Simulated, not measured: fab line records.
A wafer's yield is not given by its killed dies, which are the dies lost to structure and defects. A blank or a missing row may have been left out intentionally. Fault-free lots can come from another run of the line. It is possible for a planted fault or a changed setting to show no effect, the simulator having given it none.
A lot that was struck, set against a sound lot -- flow nand_harc -- 15 out of 1302 route steps
Sound: these wafers, L408.3, L408.4, L408.5. Struck: wafers L414.3, L414.5. The cause is given at the end.
For every step that has rows: the tool of each side, followed by ch and its chambers, followed by its first start. Under that, the readings that differ: sound wafers -- struck wafers -- difference of the means -- sigmas: that difference in standard deviations of wafers without a fault.
alike: readings with means less than 2 such deviations apart, plus words and numbers identical on both sides. not compared: withheld readings, readings lacking a value on some wafer, bounds such as >300 that could conceal the same value, and numbers that have no deviation in the record and whose values overlap.
Wherever a step has rows on one side only, a row that says differs or no value, or a row with sigmas, the two part there. When numbers do not overlap yet have no deviation, they are printed without sigmas and do not part them. A reading that every wafer of one side lacks parts them only if that side has two wafers or more.

first, 7 steps without rows for these wafers: NHARC_A_SGD_CUT_COAT_57 (time 65 s); NHARC_A_SGD_CUT_COAT_03 (resist thk 90 nm); NHARC_A_SGD_CUT_SOFTBAKE_04 (time 55 s); NHARC_A_SGD_CUT_EBR_05; NHARC_A_SGD_CUT_EXPOSE_06 (exposes mask SGD); NHARC_A_SGD_CUT_PEB_07 (peb time 65 s); NHARC_A_SGD_CUT_DEVELOP_08 (develop time 35 s).
NHARC_A_SGD_CUT_CD_MEAS_09: the cd target is 100 nm.
  sound on cd_sem-03 ch 0, day 20 01:34; struck on cd_sem-03 ch 0, day 22 15:10
  alike: cd_nm
NHARC_A_SGD_CUT_OVL_MEAS_10:
  sound: overlay-01 at day 20 01:39; struck: overlay-01 at day 22 15:15
reading,sound,struck,difference,sigmas
overlay_x_nm (nm),-1.1 -0.9 -2.0,2.5 1.7,+3.4,+4
  alike: overlay_y_nm
NHARC_A_SGD_CUT_INSPECT_11:
  sound: defect_inspect-01 at day 20 01:41; struck: defect_inspect-01 at day 22 15:17
  alike: raw_defect_count
NHARC_A_SGD_CUT_DESCUM_14: chemistry O2, time 3 s.
  sound on rie_diel-07 ch 2,3, day 20 01:44; struck on rie_diel-01 ch 1, day 22 15:21
reading,sound,struck,difference,sigmas
drypump_motor_current_A (A),6.3 6.5 6.3,5.3 5.3,-1.1,-2
showerhead_plenum_p_Torr (Torr),1.80 1.94 1.80,2.06 2.06,+0.21,+3
  alike: oes_product_au, rf_vpp_V, throttle_valve_pct
  not compared: rf_hours_counter_h
NHARC_A_SGD_CUT_ETCH_58: etches the open film in CF4, target depth 39 nm, time 65 s.
  sound on rie_diel-07 ch 0,2,3, day 20 01:50; struck on rie_diel-01 ch 0,1, day 22 15:27
reading,sound,struck,difference,sigmas
drypump_motor_current_A (A),6.0 6.6 6.3,5.1 5.3,-1.1,-3
  alike: oes_product_au, rf_vpp_V, showerhead_plenum_p_Torr, throttle_valve_pct
  not compared: rf_hours_counter_h
NHARC_A_SGD_CUT_ETCH_59: etches the open film in N2/H2, target depth 260 nm, time 406.25 s.
  sound on rie_diel-07 ch 0,1, day 20 01:57; struck on rie_diel-01 ch 1,3, day 22 15:35
reading,sound,struck,difference,sigmas
oes_product_au (a.u.),0.988 0.982 0.982,0.852 0.828,-0.144,-14
rf_vpp_V (V),426.7 428.3 426.4,435.0 431.2,+6.0,+3
showerhead_plenum_p_Torr (Torr),1.93 1.94 1.94,2.20 2.06,+0.19,+2
  alike: drypump_motor_current_A, h2_flow_sccm, throttle_valve_pct
  not compared: rf_hours_counter_h
NHARC_A_SGD_CUT_ETCH_15: etches the open film in CH3F/O2, target depth 75 nm, time 64.3 s.
  sound on rie_diel-07 ch 1,2,3; struck on rie_diel-01 ch 0,1
reading,sound,struck,difference,sigmas
drypump_motor_current_A (A),5.8 6.5 6.3,5.1 5.3,-1.0,-2
  alike: oes_product_au, rf_vpp_V, showerhead_plenum_p_Torr, throttle_valve_pct
  not compared: rf_hours_counter_h
-- the record jumps here: 6 days lie between the struck wafers' starts before and after (it left off in module A_SGD_CUT and takes up again in module END, whose first step shown is number 1302 of the route) --
NHARC_END_SORT_01:
  at this point the record logs the struck wafers (prober-01 ch 0, day 28 07:20) and has no rows for the sound ones

== WHERE THEY PART ==
First at NHARC_A_SGD_CUT_OVL_MEAS_10; last, within this record, at NHARC_END_SORT_01.

WHY: what the simulator had put in
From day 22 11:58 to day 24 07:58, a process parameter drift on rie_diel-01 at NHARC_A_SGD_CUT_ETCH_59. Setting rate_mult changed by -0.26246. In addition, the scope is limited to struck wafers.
